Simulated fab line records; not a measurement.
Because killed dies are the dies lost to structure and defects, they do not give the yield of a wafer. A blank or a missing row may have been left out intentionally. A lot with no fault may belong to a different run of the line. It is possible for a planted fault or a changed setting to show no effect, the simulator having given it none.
Struck lot and sound lot, side by side + flow nand harc + 15 out of 1159 route steps
Sound: wafers L958.2, L958.3, L958.5. Struck: wafer L966.2 (left out: L966.3, L966.6 of the same lot, which were not struck); the cause appears at the end.
For every step that has rows: the tool of each side, followed by ch and its chambers, followed by its first start. Under that, the readings that differ: sound wafers + struck wafers + difference of the means + sigmas: that difference in standard deviations of wafers without a fault.
alike: words and numbers the same on both sides, and readings whose means are apart by under 2 such deviations; not compared: readings that were withheld, readings missing a value for some wafer, numbers with overlapping values and no deviation given by the record, and bounds like >300 which may hide the same value.
A row with sigmas, a row that says differs or no value, or rows on one side alone: a step with any of these is where the two part. When numbers do not overlap yet have no deviation, they are printed without sigmas and do not part them. A reading that every wafer of one side lacks parts them only if that side has two wafers or more.

first, 1 step without rows for these wafers: NHARC_A_ONON_D1_DEP_03 (target thk 1000 nm).
NHARC_A_ONON_D1_THK_MEAS_05: measures by ellipsometry.
  sound on film metro-01, day 8 13:19; struck on film metro-01, day 10 01:16
| reading     | sound       | struck | difference | sigmas |
|-------------|-------------|--------|------------|--------|
| thk nm (nm) | 986 986 985 | 1013   | +27        | +4     |
then, 1 step without rows for these wafers: NHARC_A_ONON_D1_DEP_06 (target thk 1000 nm).
NHARC_A_ONON_D1_THK_MEAS_08: measures by ellipsometry.
  sound on film metro-01, day 8 13:53; struck on film metro-01, day 10 01:50
  alike: thk nm
then, 1 step without rows for these wafers: NHARC_A_ONON_D1_DEP_09 (target thk 1000 nm).
NHARC_A_ONON_D1_THK_MEAS_11: measures by ellipsometry.
  sound on film metro-02, day 8 14:27; struck on film metro-02, day 10 02:24
  alike: thk nm
then, 1 step without rows for these wafers: NHARC_A_ONON_D1_DEP_12 (target thk 1000 nm).
NHARC_A_ONON_D1_THK_MEAS_14: measures by ellipsometry.
  sound on film metro-02, day 8 15:01; struck on film metro-01, day 10 02:59
| reading     | sound          | struck | difference | sigmas |
|-------------|----------------|--------|------------|--------|
| thk nm (nm) | 1020 1021 1021 | 989    | -32        | -3     |
then, 2 steps without rows for these wafers: NHARC_A_ONON_D1_ANNEAL_15 (time 3600 s); NHARC_A_ONON_D1_DEP_16 (target thk 1000 nm).
NHARC_A_ONON_D1_THK_MEAS_18: measures by ellipsometry.
  sound on film metro-02, day 8 22:07; struck on film metro-02, day 10 13:14
  alike: thk nm
NHARC_A_ONON_D1_DEP_19: target thk 1000 nm.
  sound on pecvd onon-04 ch 0, day 8 22:14; struck on pecvd onon-02 ch 0, day 10 13:22
NHARC_A_ONON_D1_THK_MEAS_21: measures by ellipsometry.
  sound on film metro-02, day 8 22:41; struck on film metro-02, day 10 13:49
| reading     | sound       | struck | difference | sigmas |
|-------------|-------------|--------|------------|--------|
| thk nm (nm) | 989 988 989 | 1531   | +542       | +54    |
then, 1 step without rows for these wafers: NHARC_A_ONON_D1_DEP_22 (target thk 1000 nm).
-- the record jumps here: 11 days lie between the struck wafers' starts before and after (it left off in module A_ONON_D1 and takes up again in module END, whose first step shown is number 1159 of the route) --
NHARC_END_SORT_01:
  the record has rows for the struck wafers here (prober-02 ch 0, day 21 23:11) and none for the sound ones

WHERE THEY PART
Earliest at NHARC_A_ONON_D1_THK_MEAS_05; latest, in this record, at NHARC_END_SORT_01.

WHY: the cause the simulator had injected
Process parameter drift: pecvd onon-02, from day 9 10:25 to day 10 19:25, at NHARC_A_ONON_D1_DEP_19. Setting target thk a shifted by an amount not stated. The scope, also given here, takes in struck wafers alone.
